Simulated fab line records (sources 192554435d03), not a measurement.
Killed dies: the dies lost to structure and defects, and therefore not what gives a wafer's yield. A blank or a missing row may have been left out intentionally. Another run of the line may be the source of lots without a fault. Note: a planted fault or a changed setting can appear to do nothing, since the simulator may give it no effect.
fab line records	flow n5_finfet
record: lots: 6	wafers: 17	last_day: 17
route steps=1938 shown BEOL_M9@1455 PASSIVATION@1936
lots with no fault: from the same line, run without faults
start_h: hours from the record's opening day to when the first of the lot's shown wafers began	wait_h: how many hours have passed since the lot's step before this one	" as in the row above	L1.1+2: one row covering several wafers at once	- no value, or no start was given	* or withheld: withheld	< > ~ a bound
route shown NAME@n: NAME is a module with steps in the file, n the number in the route of the first one	usual: mean/standard deviation of fault-free wafers	same: alike in all rows	chamber/n: place in a boat	sites: per-site readings	_std_site: the values' standard deviation	_edge_site: the outer-site mean with the inner-site mean subtracted	radius_mm: for every site, how far away it sits from the centre of the wafer	mask NAME#n: copy n	behind: tool/chamber where the wafer was last shaped	hold: the reason the lot was held/the length of the hold in hours/how it ended	device: the n, p or np transistor that did not switch	end of line: tests run on the same wafers once the route is complete	a step with no rows: only its recipe	killed: at the first sort, the dies lost to defects and structure; wafer yield is something else	map: a wafer's dies, marking killed ones x, the rest . and places with no die _
set.NAME: setting as actually run; set.NAME@STEP: the setting as run at that earlier step	model.NAME: the simulator's own value behind a step, which no gauge read
lots at some steps of the route; a table a step, a row a wafer
services: a tool's chamber out of use, with start hour (start_h, from the record's first day; less than 0 if before it), hours out, and reason
== steps ==
step: N5_BEOL_M9_CURE_72
recipe: temp_c: 370	time_s: 120	ambient: DMADMS/He	material: SiCOH_lowk
usual: lamp_power_pct: 52.31/0.059	wafer_temp_C_max: 371.8/0.65
lot.wafer	tool	chamber	start_h	wait_h	lamp_power_pct	wafer_temp_C_max
L327.2	uv_cure-01	2	232.94	0.1	52.32	371.4
L327.4	"	2	"	"	52.37	371.5
L330.2	uv_cure-02	2	250.30	0.1	52.30	373.2
L330.3	"	2	"	"	52.28	373.0
L330.5	"	2	"	"	52.38	371.8
L340.1	uv_cure-01	0	302.10	0.0	52.32	371.8
L340.2	"	0	"	"	52.38	371.6
L340.4	"	0	"	"	52.28	372.1
L338.1	uv_cure-01	0	317.51	0.3	52.39	371.4
L338.4	"	0	"	"	52.36	371.6
L338.6	"	0	"	"	52.29	372.1
L345.2	uv_cure-03	1	337.58	0.1	52.30	371.8
L345.5	"	1	"	"	52.30	371.9
L345.6	"	1	"	"	52.30	371.4
L344.2	uv_cure-02	1	338.98	0.1	52.38	371.8
L344.4	"	1	"	"	52.34	371.7
L344.6	"	1	"	"	52.33	372.0
step: N5_BEOL_M9_DEGAS_44
recipe: ambient: vacuum	temp_c: 250	time_s: 60
usual: heater_power_w: 335/34
lot.wafer	tool	chamber	start_h	wait_h	heater_power_w
L327.2	pvd_sputter-01	-	233.31	0.3	297
L327.4	"	-	"	"	359
L330.2	pvd_sputter-03	-	250.62	0.3	342
L330.3	"	-	"	"	326
L330.5	"	-	"	"	310
L340.1	pvd_sputter-03	-	302.47	0.3	339
L340.2	"	-	"	"	341
L340.4	"	-	"	"	304
L338.1	pvd_sputter-01	-	319.98	2.4	302
L338.4	"	-	"	"	313
L338.6	"	-	"	"	326
L345.2	pvd_sputter-02	-	337.97	0.3	335
L345.5	"	-	"	"	378
L345.6	"	-	"	"	328
L344.2	pvd_sputter-01	-	339.26	0.2	370
L344.4	"	-	"	"	351
L344.6	"	-	"	"	356
step: N5_BEOL_M9_PRE_CLEAN_45
recipe: gas: H2/He	time_s: 30	temp_c: 250
step: N5_BEOL_M9_ALD_74
recipe: material: TaN	target_thk_a: 20	temp_c: 275	ald_precursor_family: PDMAT	ald_co_reactant: NH3	pressure_torr: 3	carrier_flow_sccm: 1500	pulse_time_s: 2	purge_time_s: 3	co_reactant_purge_time_s: 2	co_reactant_pulse_time_s: 3	ald_cycles: 40	precursor_vessel_temp_c: 75	precursor_vessel_pressure_torr: 26.25	precursor_vessel_carrier_sccm: 1000
step: N5_BEOL_M9_SURFACE_TREAT_79
recipe: gas: Ar	time_s: *	ion_energy_ev: *	ion_current_ma_cm2: 0.5	pressure_mtorr: *	ar_flow_sccm: 30
usual: throttle_valve_pct: *
lot.wafer	tool	chamber	start_h	wait_h	throttle_valve_pct
L327.2	pvd_sputter-01	-	233.97	0.4	*
L327.4	"	-	"	"	*
L330.2	pvd_sputter-03	-	251.06	0.2	*
L330.3	"	-	"	"	*
L330.5	"	-	"	"	*
L340.1	pvd_sputter-01	-	304.57	1.9	*
L340.2	"	-	"	"	*
L340.4	"	-	"	"	*
L338.1	pvd_sputter-01	-	320.38	0.2	*
L338.4	"	-	"	"	*
L338.6	"	-	"	"	*
L345.2	pvd_sputter-02	-	338.51	0.3	*
L345.5	"	-	"	"	*
L345.6	"	-	"	"	*
L344.2	pvd_sputter-03	-	339.92	0.4	*
L344.4	"	-	"	"	*
L344.6	"	-	"	"	*
step: N5_BEOL_M9_CVD_78
recipe: material: Co	target_thk_a: 20	temp_c: withheld	precursor: CCTBA/H2	pressure_torr: 30	time_s: 138.9
step: N5_BEOL_M9_SPUTTER_48
recipe: material: Cu	target_thk_a: 120	temp_c: -20	bias_v: 60	power_w: 26000	chamber_pressure_pa: 0.13	time_s: 2
step: N5_BEOL_M9_ECD_50
recipe: material: Cu	target_thk_a: 3180
step: N5_BEOL_M9_ANNEAL_51
recipe: temp_c: 225	time_s: 90	ambient: N2
usual: wafer_temp_C_max: 226.39/0.27
lot.wafer	tool	chamber	start_h	wait_h	wafer_temp_C_max
L327.2	rtp_anneal-01	0	234.48	0.1	226.63
L327.4	"	0	"	"	226.51
L330.2	rtp_anneal-02	0	251.94	0.3	225.94
L330.3	"	0	"	"	226.02
L330.5	"	0	"	"	226.49
L340.1	rtp_anneal-01	0	305.07	0.1	226.20
L340.2	"	0	"	"	226.68
L340.4	"	0	"	"	226.85
L338.1	rtp_anneal-01	0	320.84	0.1	226.60
L338.4	"	0	"	"	226.92
L338.6	"	0	"	"	226.67
L345.2	rtp_anneal-01	0	339.48	0.4	226.67
L345.5	"	0	"	"	226.91
L345.6	"	0	"	"	226.33
L344.2	rtp_anneal-02	0	340.87	0.1	226.43
L344.4	"	0	"	"	226.37
L344.6	"	0	"	"	226.31
step: N5_BEOL_M9_CMP_52
recipe: stop_on: SiCOH_lowk	t_overpolish_s: 7	down_force_psi: 1	platen_rpm: 50	clearing_platen_down_force_psi: 1.5	clearing_platen_rpm: 50	post_cmp_clean: cu_alkaline	target_thk_nm: 140	clearing_platen_pad_velocity_m_s: 0.99484	pad_velocity_m_s: 0.99484
usual: barrier_field_endpoint_s: 29.1/0.73	clearing_platen_rpm: 50.002/0.026	motor_current_A: 6.0/0.52	overpolish_run_s: 6.999/0.0092	slurry_flow_ml_min: 150.0/0.48	time_to_endpoint_s: 66/3.2
lot.wafer	tool	chamber	start_h	wait_h	barrier_field_endpoint_s	clearing_platen_rpm	motor_current_A	overpolish_run_s	slurry_flow_ml_min	time_to_endpoint_s
L327.4	cmp-04	3	234.73	0.1	28.7	50.016	6.0	7.010	150.1	66
L327.2	"	0	"	"	28.3	49.982	6.8	6.990	150.2	65
L330.3	cmp-03	1	252.22	0.2	28.1	49.973	6.7	6.995	149.8	62
L330.2	"	2	"	"	28.4	50.001	5.7	6.989	150.6	67
L330.5	"	0	"	"	30.1	49.958	5.3	6.998	149.5	70
L340.1	cmp-02	2	305.40	0.3	28.7	50.004	5.9	6.998	149.9	69
L340.4	"	3	"	"	29.3	50.038	5.7	7.002	150.5	65
L340.2	"	0	"	"	28.5	50.005	6.1	6.995	150.8	70
L338.1	cmp-02	0	321.18	0.3	29.2	50.023	6.2	7.003	149.6	64
L338.4	"	2	"	"	29.6	49.977	6.3	6.981	149.3	65
L338.6	"	3	"	"	29.3	49.966	5.5	7.000	149.1	65
L345.2	cmp-02	3	339.78	0.3	29.5	50.001	5.5	6.987	150.4	66
L345.6	"	2	"	"	29.9	49.992	5.9	7.003	149.3	68
L345.5	"	3	"	"	30.1	50.020	5.7	7.012	150.5	67
L344.4	cmp-03	2	341.14	0.1	28.8	50.051	5.9	6.990	150.0	68
L344.2	"	0	"	"	29.3	50.002	5.2	7.005	149.8	70
L344.6	"	2	"	"	29.4	49.952	5.9	7.013	149.8	65
step: N5_BEOL_M9_THK_MEAS_53
recipe: thk_meas_gauge: xrf	reads: Cu_of_BEOL_M9_ECD_50
usual: M9_THK: 137.1/2.7
lot.wafer	tool	chamber	start_h	wait_h	M9_THK[nm]
L327.2	film_metro-02	-	235.03	-	137.8
L327.4	"	-	"	"	137.6
L330.2	film_metro-01	-	252.48	-	141.9
L330.3	"	-	"	"	136.3
L330.5	"	-	"	"	136.3
L340.1	film_metro-02	-	305.66	-	133.8
L340.2	"	-	"	"	137.2
L340.4	"	-	"	"	134.5
L338.1	film_metro-02	-	321.44	-	140.2
L338.4	"	-	"	"	135.5
L338.6	"	-	"	"	137.9
L345.2	film_metro-01	-	340.04	-	133.7
L345.5	"	-	"	"	136.1
L345.6	"	-	"	"	135.4
L344.2	film_metro-01	-	341.43	-	141.1
L344.4	"	-	"	"	136.1
L344.6	"	-	"	"	133.5
step: N5_BEOL_M9_PRE_CLEAN_55
recipe: gas: NH3	time_s: 15	temp_c: withheld	rf_power_w: 300
step: N5_BEOL_M9_DEP_56
recipe: material: SiCN	target_thk_a: 150	temp_c: withheld	precursor: 3MS/NH3	pressure_torr: 3	rf_w: 202	time_s: 26.5
usual: showerhead_plenum_p_Torr: 3.662/0.014	throttle_valve_pct: 9.2/0.49
lot.wafer	tool	chamber	start_h	wait_h	showerhead_plenum_p_Torr	throttle_valve_pct	model.SiCN_of_BEOL_M9_DEP_56.thk_nm
L327.2	pecvd-02	1	235.09	0.0	3.668	8.9	16.2
L327.4	"	0	"	"	3.667	9.6	16.4
L330.2	pecvd-02	0	252.54	0.0	3.657	9.6	16.2
L330.3	"	1	"	"	3.668	9.2	15
L330.5	"	0	"	"	3.660	9.8	15.2
L340.1	pecvd-01	1	305.74	0.0	3.685	9.8	15
L340.2	"	2	"	"	3.668	8.2	14.6
L340.4	"	2	"	"	3.675	8.2	14.6
L338.1	pecvd-04	1	321.50	0.0	3.682	10.0	14.4
L338.4	"	2	"	"	3.644	8.8	15.4
L338.6	"	1	"	"	3.690	9.7	14.8
L345.2	pecvd-02	1	340.10	0.0	3.653	9.0	14.8
L345.5	"	1	"	"	3.654	9.2	15
L345.6	"	2	"	"	3.669	9.2	15
L344.2	pecvd-04	0	341.49	0.0	3.639	9.3	14.8
L344.4	"	2	"	"	3.635	9.0	15.2
L344.6	"	0	"	"	3.637	9.5	15.2
step: N5_BEOL_M9_RS_MEAS_57
recipe: thk_meas_gauge: four-point-probe	reads: Cu_of_BEOL_M9_ECD_50+Co_of_BEOL_M9_CVD_78+TaN_of_BEOL_M9_ALD_74
usual: M9_RS: 0.1530/0.0029
lot.wafer	tool	chamber	start_h	wait_h	M9_RS[ohm/sq]
L327.2	film_metro-01	-	235.16	0.1	0.1519
L327.4	"	-	"	"	0.1528
L330.2	film_metro-01	-	252.62	0.1	0.1473
L330.3	"	-	"	"	0.1535
L330.5	"	-	"	"	0.1532
L340.1	film_metro-01	-	305.83	0.1	0.1573
L340.2	"	-	"	"	0.1529
L340.4	"	-	"	"	0.1570
L338.1	film_metro-02	-	321.57	0.1	0.1504
L338.4	"	-	"	"	0.1563
L338.6	"	-	"	"	0.1540
L345.2	film_metro-01	-	340.17	0.1	0.1554
L345.5	"	-	"	"	0.1535
L345.6	"	-	"	"	0.1532
L344.2	film_metro-01	-	341.57	0.1	0.1481
L344.4	"	-	"	"	0.1542
L344.6	"	-	"	"	0.1570
step: N5_PASSIVATION_PROBE_49
usual: defect_limited_yield: 91.2/1.6	killed_at_M0_to_M3: 31/10	killed_at_M4_up: 14/4.4	killed_at_contacts: 13/6	killed_at_front_end: 43/13	killed_at_other: 3.5/2.6	killed_dies: 104/18	killed_open: 68/14	killed_short: 34/8.1	sort_bin_4_leakage: 0.01/0.073	sort_bin_5_function: 5.1/1.1	sort_bin_6_memory: 3.3/0.68	sort_n_pass: 1076/18	sort_yield_pct: 91.2/1.6
same: gross_dies: 1180	killed_at_back_side: 0	sort_bin_8_speed[%]: 0
lot.wafer	tool	chamber	start_h	wait_h	defect_limited_yield[%]	killed_at_M0_to_M3	killed_at_M4_up	killed_at_contacts	killed_at_front_end	killed_at_other	killed_dies	killed_open	killed_short	sort_bin_4_leakage[%]	sort_bin_5_function[%]	sort_bin_6_memory[%]	sort_n_pass	sort_yield_pct[%]
L330.2	prober-01	-	312.02	0.1	89.7	13	12	30	56	11	122	75	46	0	5.9	3.8	1058	89.7
L330.3	prober-01	-	312.07	0.1	89.3	31	13	25	52	5	126	91	35	0	6.1	4.5	1054	89.3
L330.5	prober-01	-	312.17	0.2	92.2	22	8	14	46	2	92	66	24	0	4.8	2.9	1088	92.2
L340.1	prober-02	-	354.37	0.0	91.4	30	12	13	42	5	102	78	23	0	5.3	3.1	1078	91.4
L340.2	prober-02	-	354.42	0.1	89.7	41	18	29	31	3	122	86	33	0	6.6	3.3	1058	89.7
L340.4	prober-02	-	354.52	0.2	91.4	22	15	24	38	2	101	68	33	0	5.9	2.5	1079	91.4
killed by level:class
L330.2 MOL_CONTACT_COAG:geometric_particle:open=24 FIN_SAQP:geometric_particle:short=18 FIN_SAQP:geometric_particle:open=15 MOL_CONTACT_COAG:geometric_particle:short=6 STI_FIN_REVEAL:geometric_particle:open=5 BEOL_M4:geometric_particle:open=5 BEOL_M3:geometric_particle:open=4 STARTING-WAFER:geometric_particle:short=4
L330.3 MOL_CONTACT_COAG:geometric_particle:open=20 STI_FIN_REVEAL:geometric_particle:open=19 FIN_SAQP:geometric_particle:open=7 FIN_SAQP:geometric_particle:short=7 BEOL_M0_SAQP:geometric_particle:open=6 MOL_CONTACT_COAG:geometric_particle:short=5 BEOL_M1:geometric_particle:open=5 BEOL_M3:geometric_particle:open=5
L330.5 STI_FIN_REVEAL:geometric_particle:open=22 MOL_CONTACT_COAG:geometric_particle:open=12 FIN_SAQP:geometric_particle:open=5 BEOL_M1:geometric_particle:open=5 BEOL_M0_SAQP:geometric_particle:open=4 STARTING-WAFER:geometric_particle:open=4 FIN_SAQP:geometric_particle:short=3 GATE_CUT:geometric_particle:short=3
L340.1 MOL_CONTACT_COAG:geometric_particle:open=12 DUMMY_GATE:geometric_particle:open=11 BEOL_M2:geometric_particle:open=11 GATE_CUT:geometric_particle:open=8 BEOL_M0_SAQP:geometric_particle:open=6 BEOL_M0_SAQP:geometric_particle:short=6 BEOL_M4:geometric_particle:open=6 GATE_CUT:geometric_particle:short=5
L340.2 MOL_CONTACT_COAG:geometric_particle:open=24 BEOL_M2:geometric_particle:open=16 BEOL_M0_SAQP:geometric_particle:open=10 DUMMY_GATE:geometric_particle:open=6 BEOL_M0_SAQP:geometric_particle:short=6 BEOL_M4:geometric_particle:open=6 STARTING-WAFER:geometric_particle:short=6 STI_FIN_REVEAL:geometric_particle:open=5
L340.4 MOL_CONTACT_COAG:geometric_particle:open=20 STI_FIN_REVEAL:geometric_particle:open=9 DUMMY_GATE:geometric_particle:open=7 FIN_SAQP:geometric_particle:short=6 BEOL_M0_SAQP:geometric_particle:open=6 BEOL_M4:geometric_particle:open=6 MOL_CONTACT_COAG:geometric_particle:short=4 BEOL_M1:geometric_particle:short=4
== services ==
tool	chamber	start_h	hours	kind
cmp-02	-	212.42	2.3	repair
cmp-03	-	214.20	0.8	repair
cmp-02	-	224.34	2.1	repair
pecvd-04	2	228.25	5.5	scheduled_down
uv_cure-03	-	245.54	2.1	pm
pecvd-01	-	250.03	3.0	repair
pvd_sputter-01	-	254.97	2.7	repair
cmp-02	-	257.53	0.8	repair
pecvd-01	2	257.90	-	clean
pecvd-01	-	262.76	8.9	repair
cmp-03	-	273.12	2.0	repair
cmp-04	-	285.45	0.6	repair
cmp-03	-	301.54	3.1	repair
uv_cure-01	-	303.50	7.5	pm
cmp-04	-	310.21	2.9	repair
cmp-03	-	311.26	4.0	pm
cmp-03	-	315.26	-	consumable_replace:conditioner
cmp-03	-	315.26	-	consumable_replace:pad
uv_cure-02	-	319.96	5.0	pm
cmp-02	-	322.57	4.0	pm
cmp-02	-	326.57	-	consumable_replace:conditioner
cmp-02	-	326.57	-	consumable_replace:pad
cmp-04	-	332.89	15.3	pm
uv_cure-01	-	340.35	7.5	pm
== key ==
first_sign none at tools or gauges
model_effect: step: N5_BEOL_M9_DEP_56	value: SiCN_of_BEOL_M9_DEP_56.thk_nm	without: 15.13	struck: 16.27
met_at N5_BEOL_M9_DEP_56
struck_wafers L327.2,L327.4,L330.2
fault: kind: process_parameter_drift	tool: pecvd-02	chamber: -	onset_h: 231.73	steps: N5_BEOL_M9_DEP_56	channel: time_s	offset: *	shape: step	end_h: 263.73	scope: struck_wafers_only	acts_in: *	stated: *
